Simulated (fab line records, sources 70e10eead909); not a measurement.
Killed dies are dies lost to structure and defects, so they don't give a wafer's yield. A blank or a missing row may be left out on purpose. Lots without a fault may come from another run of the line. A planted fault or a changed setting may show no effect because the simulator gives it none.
Which tool did it? | flow nand_harc | 6 lots, 16 wafers sampled, at 4 steps of a route of 1302

WHAT THE GAUGES READ, wafer by wafer
NHARC_A_ONON_D2_THK_MEAS_18: measures by ellipsometry.
lot  | measured     | on            | thk_nm (nm)
L109 | day 13 17:48 | film_metro-02 | 993 992 992
L113 | day 14 18:58 | film_metro-02 | 984 987 986
L116 | day 16 03:59 | film_metro-01 | 1292 1291
L124 | day 19 17:16 | film_metro-01 | 1014 1016 1016
L127 | day 21 08:55 | film_metro-02 | 988 988 989
L129 | day 22 01:15 | film_metro-01 | 994 996 997

WHICH TOOL RAN EACH LOT (tool, then ch and the chambers of the sampled wafers, then the start)
lot  | NHARC_A_CHANNEL_FILL_D1_STRIP_28   | NHARC_A_CHANNEL_FILL_D1_ALD_25   | NHARC_A_ONON_D2_DEP_16
L109 | rie_diel-12 ch 0,1,2, day 10 18:17 | ald_hk-03 ch 0,2,3, day 11 06:45 | pecvd_onon-04 ch 0, day 13 17:17
L113 | rie_diel-05 ch 1,2,3, day 11 23:22 | ald_hk-03 ch 1,2,3, day 12 11:04 | pecvd_onon-03 ch 0, day 14 18:28
L116 | rie_diel-04 ch 0, day 13 06:16     | ald_hk-03 ch 0, day 13 21:09     | pecvd_onon-03 ch 0, day 16 03:43
L124 | rie_diel-12 ch 0,2,3, day 16 19:29 | ald_hk-02 ch 0,1,3, day 17 07:25 | pecvd_onon-02 ch 0, day 19 16:45
L127 | rie_diel-12 ch 0,3, day 18 11:04   | ald_hk-03 ch 0,2,3, day 18 22:50 | pecvd_onon-02 ch 0, day 21 08:31
L129 | rie_diel-05 ch 0,2,3, day 19 04:54 | ald_hk-04 ch 1,2, day 19 16:51   | pecvd_onon-02 ch 0, day 22 00:47
- NHARC_A_CHANNEL_FILL_D1_STRIP_28: strips in O2, time 20 s.
- NHARC_A_CHANNEL_FILL_D1_ALD_25: deposits SiOx, target thk 60 nm, pulse time 10 s, ald cycles 600.
- NHARC_A_ONON_D2_DEP_16: target thk 1000 nm.

THE ANSWER, worked out from the rows above alone
Rule: what is usual is taken from the lots themselves. Put in order of their means at a reading, lots are off if they are a third of the lots or fewer, leave a main group of 4 or more, and stand apart from it by a gap of 3 or more times the standard deviation of the main group's means; of several such gaps the widest counts. A main group whose means are all the same, to the digits that the tables above print for the reading, isn't used. A lot without any number at a reading at which 4 lots or more have one is off too. The other lots that the step has rows for count as sound.
Off: L116, at NHARC_A_ONON_D2_THK_MEAS_18 (thk_nm). The main group: mean 995 nm, standard deviation 11.
A tool fits if, at a process step before that reading, it ran every lot that is off, and no sound lot after the first of them. The gauges at NHARC_A_ONON_D2_THK_MEAS_18 are tried like those tools. Can't be told from this: 2 tools fit, rie_diel-04 at NHARC_A_CHANNEL_FILL_D1_STRIP_28, pecvd_onon-03 at NHARC_A_ONON_D2_DEP_16.

WHAT THE SIMULATOR HAD PUT IN
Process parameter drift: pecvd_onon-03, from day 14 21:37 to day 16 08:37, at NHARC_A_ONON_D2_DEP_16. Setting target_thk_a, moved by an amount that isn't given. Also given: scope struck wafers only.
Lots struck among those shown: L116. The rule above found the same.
